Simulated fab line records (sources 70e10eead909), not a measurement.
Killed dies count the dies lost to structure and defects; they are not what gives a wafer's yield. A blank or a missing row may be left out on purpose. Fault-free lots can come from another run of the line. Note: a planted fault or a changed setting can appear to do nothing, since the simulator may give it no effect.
fab line records	flow nand_harc
record lots=14	wafers=42	last_day=33
route steps=1302 shown A_M0@1158 A_M1@1178
lots untouched by any fault: they come from a run of this same line in which no faults occurred
start_h: the number of hours between the record's first day and the start of the first shown wafer of the lot	wait_h: time in hours since the lot's previous step	" same as the row above	L1.1+2: a row that stands for several wafers	- either no value or no given start	* or withheld: withheld	< > ~ a bound
route shown NAME@n: a module of which the file shows steps, and the number in the route of the first	usual: mean/standard deviation of fault-free wafers	same: alike in all rows	chamber/n: place in a boat	sites: per-site readings	_std_site: standard deviation across them	_edge_site: mean of outer sites minus mean of inner sites	radius_mm: for every site, how far away it sits from the centre of the wafer	mask NAME#n: copy n	behind: the last tool/chamber to shape the wafer	hold: why the lot went on hold/how many hours it stayed there/how the hold came to an end	device: the transistor (n, p or np) that didn't switch	end of line: tests run on the same wafers once the route is complete	a step without rows: its recipe alone	killed: count of dies lost to structure and defects at first sort (not the wafer's yield)	map: dies across one wafer; x = killed, . = not, _ = none there
set.NAME: the setting that was run; set.NAME@STEP: the one run at that earlier step	model.NAME: the simulator's own value behind a step, which no gauge read
steps of the route over a sample of lots; a table a step, a row a wafer
services: the hour from which a tool's chamber was out of use, counted from the record's first day as start_h (under 0 if before that day), plus the number of hours and why
## steps
# step NHARC_A_M0_PVD_20
# recipe target_thk_a=50	bias_v=168.6	power_w=15000	chamber_pressure_pa=0.12	time_s=8.06	substrate_temp_c=50	material=TaN
# usual bias_v=168.5/1.6	substrate_temp_c=50.00/0.12	throttle_valve_pct=30.2/0.7
lot.wafer	tool	chamber	start_h	wait_h	bias_v	substrate_temp_c	throttle_valve_pct
L441.1	pvd_sputter-01	-	-	-	170.5	50.06	30.4
L441.3	"	-	"	"	167.6	50.22	31.4
L441.6	"	-	"	"	168.9	50.12	30.6
L444.4	pvd_sputter-01	-	-	-	166.4	50.03	31.1
L444.1	"	-	"	"	167.8	50.06	31.3
L444.5	"	-	"	"	168.0	50.04	31.3
L446.3	pvd_sputter-03	-	-	-	171.1	50.02	29.8
L446.2	"	-	"	"	168.2	50.04	31.1
L446.5	"	-	"	"	170.2	50.08	29.9
L447.2	pvd_sputter-03	-	-	-	168.5	49.85	31.1
L447.1	"	-	"	"	169.6	50.06	30.6
L447.5	"	-	"	"	168.8	50.05	30.7
L450.3	pvd_sputter-01	-	-	-	166.9	50.13	31.3
L450.2	"	-	"	"	165.9	49.88	30.5
L450.6	"	-	"	"	167.1	50.08	31.3
L456.1	pvd_sputter-02	-	-	-	166.9	49.82	30.5
L456.4	"	-	"	"	169.2	50.06	30.0
L456.3	"	-	"	"	171.2	50.02	29.6
L455.3	pvd_sputter-03	-	-	-	171.7	49.85	30.0
L455.4	"	-	"	"	167.9	50.11	30.6
L455.6	"	-	"	"	168.4	50.03	29.7
L458.3	pvd_sputter-03	-	-	-	170.2	50.08	30.6
L458.1	"	-	"	"	165.2	49.99	29.8
L458.4	"	-	"	"	172.0	49.90	30.4
L459.4	pvd_sputter-02	-	-	-	164.9	49.74	29.9
L459.2	"	-	"	"	166.8	49.90	29.4
L459.6	"	-	"	"	170.4	50.27	30.4
L462.4	pvd_sputter-02	-	-	-	169.2	49.89	30.1
L462.1	"	-	"	"	167.7	50.23	29.6
L462.5	"	-	"	"	168.4	49.96	30.1
L461.2	pvd_sputter-02	-	-	-	167.2	50.02	29.3
L461.6	"	-	"	"	167.2	50.13	29.6
L461.5	"	-	"	"	166.7	49.73	30.2
L463.1	pvd_sputter-02	-	-	-	169.3	50.00	30.0
L463.6	"	-	"	"	166.1	49.81	29.5
L463.5	"	-	"	"	169.4	49.79	29.5
L460.1	pvd_sputter-03	-	-	-	166.5	49.91	30.3
L460.6	"	-	"	"	168.3	50.11	30.3
L460.5	"	-	"	"	170.9	49.97	30.4
L464.2	pvd_sputter-02	-	-	-	169.8	50.15	30.2
L464.1	"	-	"	"	168.1	50.01	29.3
L464.6	"	-	"	"	168.0	50.00	29.9
# step NHARC_A_M0_ANNEAL_30
# recipe temp_c=225	time_s=90
# usual wafer_temp_C_max=226.02/0.22
lot.wafer	tool	chamber	start_h	wait_h	wafer_temp_C_max
L441.1	rtp_anneal-01	0	523.44	0.3	226.32
L441.3	"	0	"	"	225.77
L441.6	"	0	"	"	225.99
L444.1	rtp_anneal-02	0	545.64	-	225.91
L444.4	"	0	"	"	226.41
L444.5	"	0	"	"	225.67
L446.2	rtp_anneal-02	0	560.84	0.3	226.12
L446.3	"	0	"	"	225.98
L446.5	"	0	"	"	226.21
L447.1	rtp_anneal-02	0	574.25	0.3	225.66
L447.2	"	0	"	"	226.20
L447.5	"	0	"	"	226.08
L450.2	rtp_anneal-02	0	620.95	-	225.86
L450.3	"	0	"	"	226.60
L450.6	"	0	"	"	226.29
L456.1	rtp_anneal-01	0	670.65	-	226.06
L456.3	"	0	"	"	226.15
L456.4	"	0	"	"	226.01
L455.3	rtp_anneal-02	0	673.40	0.3	225.87
L455.4	"	0	"	"	225.81
L455.6	"	0	"	"	226.22
L458.1	rtp_anneal-01	0	705.65	0.3	226.11
L458.3	"	0	"	"	225.90
L458.4	"	0	"	"	225.90
L459.2	rtp_anneal-01	0	713.45	0.3	225.97
L459.4	"	0	"	"	225.64
L459.6	"	0	"	"	226.27
L462.1	rtp_anneal-02	0	720.28	-	225.64
L462.4	"	0	"	"	225.75
L462.5	"	0	"	"	225.90
L461.2	rtp_anneal-01	0	722.13	0.3	225.91
L461.5	"	0	"	"	226.04
L461.6	"	0	"	"	226.23
L463.1	rtp_anneal-02	0	735.17	0.3	225.91
L463.5	"	0	"	"	226.03
L463.6	"	0	"	"	225.63
L460.1	rtp_anneal-02	0	736.75	0.3	225.91
L460.5	"	0	"	"	226.35
L460.6	"	0	"	"	226.17
L464.1	rtp_anneal-01	0	750.04	0.3	226.15
L464.2	"	0	"	"	226.32
L464.6	"	0	"	"	226.03
# step NHARC_A_M1_DEVELOP_08
# recipe develop_time_s=35	dev_temp_c=23
# usual chill_plate_temp_C=23.01/0.1	develop_time_s=35/0
lot.wafer	tool	chamber	start_h	wait_h	chill_plate_temp_C	develop_time_s
L441.1	litho_track-01	0	525	-	22.90	35
L441.3	"	0	"	"	23.10	35
L441.6	"	0	"	"	23.04	35
L444.1	litho_track-04	0	548	-	23.11	35
L444.4	"	0	"	"	23.08	35
L444.5	"	0	"	"	23.10	35
L446.2	litho_track-06	0	562	-	23.04	35
L446.3	"	0	"	"	23.12	35
L446.5	"	0	"	"	22.93	35
L447.1	litho_track-01	0	576	-	22.91	35
L447.2	"	0	"	"	22.78	35
L447.5	"	0	"	"	22.99	35
L450.2	litho_track-04	0	622	-	22.86	35
L450.3	"	0	"	"	22.97	35
L450.6	"	0	"	"	23.02	35
L456.1	litho_track-06	-	672	-	-	-
L456.3	"	-	"	"	-	-
L456.4	"	-	"	"	-	-
L455.3	litho_track-01	-	675	-	-	-
L455.4	"	-	"	"	-	-
L455.6	"	-	"	"	-	-
L458.1	litho_track-04	0	707	-	23.03	35
L458.3	"	0	"	"	23.03	35
L458.4	"	0	"	"	23.05	35
L459.2	litho_track-06	0	715	-	23.01	35
L459.4	"	0	"	"	22.96	35
L459.6	"	0	"	"	22.90	35
L462.1	litho_track-06	0	722	-	23.02	35
L462.4	"	0	"	"	22.86	35
L462.5	"	0	"	"	22.98	35
L461.2	litho_track-04	0	724	-	22.99	35
L461.5	"	0	"	"	23.06	35
L461.6	"	0	"	"	23.06	35
L463.1	litho_track-04	0	737	-	23.00	35
L463.5	"	0	"	"	23.07	35
L463.6	"	0	"	"	23.25	35
L460.1	litho_track-04	0	739	-	22.87	35
L460.5	"	0	"	"	23.02	35
L460.6	"	0	"	"	22.99	35
L464.1	litho_track-06	0	752	-	22.87	35
L464.2	"	0	"	"	22.87	35
L464.6	"	0	"	"	22.98	35
# step NHARC_A_M1_DESCUM_14
# recipe time_s=3	o2_flow_sccm=200	ar_flow_sccm=0	bias_power_w=0	chemistry=O2
# usual drypump_motor_current_A=5.9/0.49	oes_product_au=1.003/0.008	rf_vpp_V=57.8/0.8	showerhead_plenum_p_Torr=1.92/0.065	throttle_valve_pct=11.310/0.0091
lot.wafer	tool	chamber	start_h	wait_h	drypump_motor_current_A	oes_product_au	rf_hours_counter_h	rf_vpp_V	showerhead_plenum_p_Torr	throttle_valve_pct
L441.1	rie_diel-01	1	525.83	0.1	6.1	1.002	4.1	56.6	1.85	11.310
L441.3	"	2	"	"	5.8	1.003	4.3	57.4	1.91	11.325
L441.6	"	1	"	"	6.1	0.999	-	57.4	1.85	11.317
L444.1	rie_diel-01	3	548.41	0.1	6.6	0.987	4.9	57.5	2.02	11.331
L444.5	"	0	"	"	5.2	0.997	-	57.6	1.89	11.310
L444.4	"	3	"	"	6.6	0.994	-	57.1	2.02	11.315
L446.3	rie_diel-02	2	563.19	0.1	5.1	1.006	9.8	58.6	1.88	11.314
L446.2	"	0	"	"	6.0	1.013	8.9	56.7	1.93	11.308
L446.5	"	2	"	"	5.1	1.008	-	57.3	1.88	11.316
L447.2	rie_diel-01	3	576.65	0.1	6.5	0.990	0.2	58.6	2.02	11.304
L447.1	"	2	"	"	5.8	1.007	0.2	55.8	1.91	11.326
L447.5	"	0	"	"	5.2	1.003	-	57.8	1.88	11.305
L450.2	rie_diel-02	1	623.18	0.1	6.5	0.996	2.9	57.0	1.84	11.300
L450.3	"	3	"	"	5.7	1.013	2.5	58.0	2.02	11.306
L450.6	"	0	"	"	6.0	1.011	-	57.0	1.93	11.313
L456.4	rie_diel-01	0	672.92	0.1	5.2	1.013	2.1	56.2	1.88	11.315
L456.1	"	2	"	"	5.8	1.011	2.0	58.0	1.91	11.316
L456.3	"	3	"	"	6.6	0.998	2.0	58.3	2.02	11.311
L455.4	rie_diel-02	3	675.66	0.1	5.7	1.003	4.8	58.7	2.02	11.290
L455.3	"	2	"	"	5.1	1.007	5.1	57.8	1.87	11.287
L455.6	"	3	"	"	5.7	1.016	-	58.6	2.02	11.308
L458.1	rie_diel-01	2	708.05	0.1	5.8	0.999	2.7	57.9	1.91	11.321
L458.3	"	0	"	"	5.2	1.000	2.6	56.7	1.88	11.312
L458.4	"	1	"	"	6.1	1.000	2.7	58.8	1.85	11.308
L459.2	rie_diel-02	2	715.66	0.1	5.1	1.005	6.5	57.7	1.87	11.311
L459.4	"	3	"	"	5.7	1.004	6.3	57.9	2.02	11.303
L459.6	"	2	"	"	5.1	1.011	-	58.3	1.87	11.319
L462.4	rie_diel-01	2	722.67	0.1	5.8	0.993	3.1	58.2	1.91	11.319
L462.1	"	3	"	"	6.6	0.994	2.9	58.0	2.02	11.325
L462.5	"	2	"	"	5.8	0.997	-	57.1	1.91	11.315
L461.2	rie_diel-02	1	724.37	0.1	6.5	0.998	7.5	59.0	1.84	11.310
L461.5	"	2	"	"	5.1	0.992	-	56.4	1.87	11.304
L461.6	"	3	"	"	5.7	1.014	-	58.0	2.02	11.319
L463.1	rie_diel-02	2	737.45	0.1	5.1	0.995	8.0	57.2	1.87	11.287
L463.6	"	0	"	"	6.0	1.001	-	58.2	1.93	11.323
L463.5	"	1	"	"	6.5	0.995	-	57.0	1.84	11.291
L460.1	rie_diel-02	2	739.56	0.1	5.1	1.002	8.1	58.3	1.87	11.324
L460.6	"	3	"	"	5.8	1.011	-	57.1	2.02	11.317
L460.5	"	0	"	"	6.0	1.000	-	57.3	1.93	11.301
L464.1	rie_diel-01	0	752.45	0.1	5.2	0.996	0.1	56.6	1.88	11.300
L464.2	"	1	"	"	6.1	1.000	0.1	56.3	1.85	11.315
L464.6	"	1	"	"	6.2	1.009	-	56.8	1.85	11.307
## services
tool	chamber	start_h	hours	kind
pvd_sputter-03	-	509.83	10.9	repair
rie_diel-02	1	519.51	15.1	repair
pvd_sputter-02	-	520.80	1.1	repair
rie_diel-02	0	521.29	2.6	repair
litho_track-06	-	529.00	7.0	pm
rie_diel-01	1	545.58	6.4	repair
litho_track-04	-	553.00	7.0	pm
rie_diel-01	-	557.84	9.0	pm
rie_diel-02	3	559.94	10.0	repair
pvd_sputter-03	-	562.35	10.0	pm
rie_diel-02	-	570.84	9.0	pm
rie_diel-01	3	578.60	5.5	repair
rie_diel-02	0	614.67	1.5	repair
rie_diel-02	-	627.87	0.6	repair
pvd_sputter-02	-	642.37	10.0	pm
rie_diel-01	1	698.39	4.2	repair
litho_track-06	-	704.00	7.0	pm
rie_diel-01	-	713.37	0.9	repair
pvd_sputter-02	-	725.52	2.6	repair
litho_track-04	-	728.00	7.0	pm
rie_diel-01	-	734.90	9.0	pm
pvd_sputter-03	-	740.35	10.0	pm
rtp_anneal-02	-	744.00	12.0	pm
rie_diel-02	-	747.84	9.0	pm
## key
first_sign step=NHARC_A_M1_DEVELOP_08	reading=tool_record	direction=missing
effect none on later readings
met_at NHARC_A_M1_DEVELOP_08
struck_lots L455,L456
later_rows_left_out L455.3,L455.4,L455.6,L456.1,L456.3,L456.4
sort_left_out L455.3,L455.4,L455.6,L456.1,L456.3,L456.4
not_acting_at NHARC_A_M0_PVD_20,NHARC_A_M0_ANNEAL_30,NHARC_A_M1_DESCUM_14
onset_between 576 672
fault kind=skipped_step_whole	tool=litho_track-01,litho_track-06	chamber=-	onset_h=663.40	steps=NHARC_A_M1_DEVELOP_08	scope=struck_lots_only
# sort_left_out: the simulated sort isn't trusted on such a fault, so these wafers' sort isn't shown, and their yield isn't known
# later_rows_left_out: the simulator's readings of these wafers behind a module that went badly wrong aren't trusted and aren't shown, but for the sort
